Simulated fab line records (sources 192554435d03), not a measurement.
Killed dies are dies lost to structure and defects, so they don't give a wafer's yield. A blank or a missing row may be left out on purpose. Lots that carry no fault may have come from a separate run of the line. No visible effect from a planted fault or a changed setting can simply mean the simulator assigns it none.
Split-lot trial / flow n5-finfet / 7 lots, 21 wafers read, on a route of 1938 steps

THE SPLIT ITSELF
At N5_BEOL_M13_COAT_58 (time 60 s, resist thk 89 nm), the setting spin-rpm was moved away from the recipe's 1500 rpm on 6 of the 21 wafers read, by -11.2% to +8.7%. All remaining wafers had this setting at the recipe value.

No step appears in the file between the split and the reading.

THE READING
etch.depth-nm (the simulator's own value, which no gauge read), in nm, at N5_BEOL_M13_ETCH_59 (etches BARC in N2/H2, target depth 89 nm, overetch 26.7 nm, time 67.9 s). The file gives no usual value for it. The 15 wafers here that ran the recipe average 88.77 nm, standard deviation 0.19 nm.

wafer=L086.1; tool, chamber at the split=litho-track-04, 0; spin-rpm as run, rpm=1500; against the recipe=recipe; etch.depth-nm, nm=88.65; against lot-mates on the recipe=-
wafer=L086.2; tool, chamber at the split=litho-track-04, 0; spin-rpm as run, rpm=1500; against the recipe=recipe; etch.depth-nm, nm=88.56; against lot-mates on the recipe=-
wafer=L086.3; tool, chamber at the split=litho-track-04, 0; spin-rpm as run, rpm=1500; against the recipe=recipe; etch.depth-nm, nm=88.6; against lot-mates on the recipe=-
wafer=L088.1; tool, chamber at the split=litho-track-01, 0; spin-rpm as run, rpm=1332; against the recipe=-11.2%; etch.depth-nm, nm=94.43; against lot-mates on the recipe=+5.60
wafer=L088.2; tool, chamber at the split=litho-track-01, 0; spin-rpm as run, rpm=1500; against the recipe=recipe; etch.depth-nm, nm=88.83; against lot-mates on the recipe=-
wafer=L088.3; tool, chamber at the split=litho-track-01, 0; spin-rpm as run, rpm=1332; against the recipe=-11.2%; etch.depth-nm, nm=94.32; against lot-mates on the recipe=+5.49
wafer=L089.2; tool, chamber at the split=litho-track-03, 0; spin-rpm as run, rpm=1630; against the recipe=+8.7%; etch.depth-nm, nm=85.59; against lot-mates on the recipe=-3.34
wafer=L089.4; tool, chamber at the split=litho-track-03, 0; spin-rpm as run, rpm=1630; against the recipe=+8.7%; etch.depth-nm, nm=85.56; against lot-mates on the recipe=-3.37
wafer=L089.5; tool, chamber at the split=litho-track-03, 0; spin-rpm as run, rpm=1500; against the recipe=recipe; etch.depth-nm, nm=88.93; against lot-mates on the recipe=-
wafer=L090.1; tool, chamber at the split=litho-track-03, 0; spin-rpm as run, rpm=1500; against the recipe=recipe; etch.depth-nm, nm=88.69; against lot-mates on the recipe=-
wafer=L090.3; tool, chamber at the split=litho-track-03, 0; spin-rpm as run, rpm=1340; against the recipe=-10.7%; etch.depth-nm, nm=93.98; against lot-mates on the recipe=+5.29
wafer=L090.5; tool, chamber at the split=litho-track-03, 0; spin-rpm as run, rpm=1340; against the recipe=-10.7%; etch.depth-nm, nm=93.53; against lot-mates on the recipe=+4.84
wafer=L092.1; tool, chamber at the split=litho-track-03, 0; spin-rpm as run, rpm=1500; against the recipe=recipe; etch.depth-nm, nm=88.82; against lot-mates on the recipe=-
wafer=L092.2; tool, chamber at the split=litho-track-03, 0; spin-rpm as run, rpm=1500; against the recipe=recipe; etch.depth-nm, nm=88.4; against lot-mates on the recipe=-
wafer=L092.5; tool, chamber at the split=litho-track-03, 0; spin-rpm as run, rpm=1500; against the recipe=recipe; etch.depth-nm, nm=88.83; against lot-mates on the recipe=-
wafer=L093.2; tool, chamber at the split=litho-track-04, 0; spin-rpm as run, rpm=1500; against the recipe=recipe; etch.depth-nm, nm=89.24; against lot-mates on the recipe=-
wafer=L093.4; tool, chamber at the split=litho-track-04, 0; spin-rpm as run, rpm=1500; against the recipe=recipe; etch.depth-nm, nm=88.96; against lot-mates on the recipe=-
wafer=L093.5; tool, chamber at the split=litho-track-04, 0; spin-rpm as run, rpm=1500; against the recipe=recipe; etch.depth-nm, nm=88.86; against lot-mates on the recipe=-
wafer=L097.1; tool, chamber at the split=litho-track-01, 0; spin-rpm as run, rpm=1500; against the recipe=recipe; etch.depth-nm, nm=88.75; against lot-mates on the recipe=-
wafer=L097.3; tool, chamber at the split=litho-track-01, 0; spin-rpm as run, rpm=1500; against the recipe=recipe; etch.depth-nm, nm=88.73; against lot-mates on the recipe=-
wafer=L097.4; tool, chamber at the split=litho-track-01, 0; spin-rpm as run, rpm=1500; against the recipe=recipe; etch.depth-nm, nm=88.69; against lot-mates on the recipe=-

THE FIT
A straight line over all 21 wafers: etch.depth-nm changes by -0.451 nm for each +1% of spin-rpm; r = -0.99; the points scatter about the line by 0.32 nm.
The same after taking each lot's own level away (the mean of its wafers on the recipe; 21 wafers): -0.457 nm for each +1%; r = -1.00; scatter 0.25 nm.
That fit puts the effect of the largest move of spin-rpm on the reading at 5.1 nm.
The span of the lots' own levels, 88.603 to 89.020 nm, comes to 2.2 times the standard deviation stated above.
The two slopes agree, so the slope changes little with the lot-to-lot level.
Check: with one of the wafers moved furthest among these (-11.2%) left out of the fit, the line predicts +5.14 nm for it against its lot-mates. Against them it came out at +5.6 nm.

FURTHER SPLITS ON THESE WAFERS
Other splits were also applied to these wafers ahead of the reading. Each is held against what the fit with the lots' levels taken away leaves over:
other split on the same wafers=N5_BEOL_M6_ALD_77 ald-cycles; wafers away from the commonest value=10; r with etch.depth-nm (lot level and that fit taken away)=-0.34
other split on the same wafers=N5_BEOL_M7_TRENCH_ETCH_37 bias-w; wafers away from the commonest value=6; r with etch.depth-nm (lot level and that fit taken away)=-0.18
other split on the same wafers=N5_BEOL_M7_ETCH_41 bias-w; wafers away from the commonest value=4; r with etch.depth-nm (lot level and that fit taken away)=-0.15
other split on the same wafers=N5_BEOL_M10_PEB_26 peb-time-s; wafers away from the commonest value=6; r with etch.depth-nm (lot level and that fit taken away)=-0.12
other split on the same wafers=N5_BEOL_M10_TRENCH_ETCH_37 bias-w; wafers away from the commonest value=6; r with etch.depth-nm (lot level and that fit taken away)=+0.05

THE WHOLE CHAIN: every reading that the file lists as answering this split, in the file's order
step=N5_BEOL_M13_COAT_58; what it does=time 60 s, resist thk 89 nm; reading=BARC_of_BEOL_M13_COAT_58.thk-nm (the simulator's own value, which no gauge read); change (the file's fit)=-0.47 nm for each +1% of the setting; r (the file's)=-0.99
step=N5_BEOL_M13_ETCH_59; what it does=etches BARC in N2/H2, target depth 89 nm, overetch 26.7 nm, time 67.9 s; reading=etch.depth-nm (the simulator's own value, which no gauge read); change (the file's fit)=-0.462 nm for each +1% of the setting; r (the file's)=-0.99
step=N5_BEOL_M13_STRIP_64; what it does=strips in N2/H2; reading=strip-time-to-endpoint-s; change (the file's fit)=withheld for each +1% of the setting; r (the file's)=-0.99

FILE'S OWN FIT
etch.depth-nm changes by -0.462 nm for each +1% of spin-rpm, r = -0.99.
